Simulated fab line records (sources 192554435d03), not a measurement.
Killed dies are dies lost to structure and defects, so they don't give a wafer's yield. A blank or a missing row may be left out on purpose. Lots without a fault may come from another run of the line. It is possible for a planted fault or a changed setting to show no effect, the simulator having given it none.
Matching of chambers + flow n5Finfet + 3 sister chambers for N5_BEOL_M10_ILD_DEP_00 on pecvd-01
The step deposits SiCOH lowk from DEMS/porogen, target thk 308.51 nm, time 58 s. 3 wafers are shown with their chamber, then 7 later ones without.

WAFERS, EACH WITH ITS CHAMBER
| wafer  | chamber | throttleValvePct (%) |
|--------|---------|----------------------|
| L084.1 | 1       | 13.5                 |
| L091.1 | 2       | 12.5                 |
| L091.3 | 0       | 13.9                 |

WAFERS WITH NO CHAMBER GIVEN
| wafer  | throttleValvePct (%) |
|--------|----------------------|
| L091.4 | 12.5                 |
| L093.1 | 13.6                 |
| L093.4 | 13.4                 |
| L093.5 | 12.5                 |
| L095.1 | 12.6                 |
| L095.3 | 13.9                 |
| L095.4 | 13.5                 |

THE CHAMBER EACH PASSED THROUGH
| wafer  | from the rows above | in truth |
|--------|---------------------|----------|
| L091.4 | 2                   | 2        |
| L093.1 | 1                   | 1        |
| L093.4 | 1                   | 1        |
| L093.5 | 2                   | 2        |
| L095.1 | 2                   | 2        |
| L095.3 | 0                   | 0        |
| L095.4 | 1                   | 1        |
Correctly placed: 7 of 7. Not placeable from these rows: 0. Number placed wrongly: 0.
How it was worked out, from the rows above alone: a wafer's distance from a chamber is the root of the sum, over the readings, of the square of ((its reading less the chamber's mean) divided by the reading's scatter). If the next closest chamber is less than 2 further off than the closest, the wafer can't be placed; otherwise it belongs to the closest. Each chamber's mean is taken over the wafers shown for it. The scatter (one wafer shown for each chamber): square how far every hidden wafer sits from the nearest shown wafer, average those squares and take the square root.
